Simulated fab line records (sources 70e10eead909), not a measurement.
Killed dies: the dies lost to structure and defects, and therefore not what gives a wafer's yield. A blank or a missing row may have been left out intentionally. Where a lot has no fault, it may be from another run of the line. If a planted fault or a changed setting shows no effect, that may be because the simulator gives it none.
The tool behind it: which one?	flow nand-harc	route of 1159 steps, sampled at 1 step: 6 lots, 18 wafers

== WHAT THE GAUGES READ, wafer by wafer ==
NHARC_A_ONON_D1_THK_MEAS_24: measures by ellipsometry.
lot	measured	on	thk-nm (nm)
L185	day 8 16:04	film-metro-01	988 989 988
L187	day 8 21:21	film-metro-01	993 995 992
L188	day 9 08:34	film-metro-02	998 998 998
L191	day 9 17:12	film-metro-01	984 984 985
L193	day 10 03:55	film-metro-01	998 999 998
L205	day 13 03:01	film-metro-01	994 997 996

== TOOL THAT RAN EACH LOT (tool first, then ch and the chambers of the sampled wafers, then the start) ==
The record holds no process step before these readings.

== THE ANSWER, worked out from the rows above alone ==
Rule: usual is defined by the lots themselves. The widest of any qualifying gaps counts: lots, ordered by their means at a reading, are off when they make up no more than a third of the lots, leave a main group of 4 or more, and stand apart from it by 3 or more times the standard deviation of that group's means. A main group whose means are all the same, to the digits that the tables above print for the reading, isn't used. A lot without any number at a reading at which 4 lots or more have one is off too. All remaining lots with rows at the step are treated as sound.
No lot is off on any of the readings shown, so nothing can be concluded from this.

== WHAT THE SIMULATOR HAD PUT IN ==
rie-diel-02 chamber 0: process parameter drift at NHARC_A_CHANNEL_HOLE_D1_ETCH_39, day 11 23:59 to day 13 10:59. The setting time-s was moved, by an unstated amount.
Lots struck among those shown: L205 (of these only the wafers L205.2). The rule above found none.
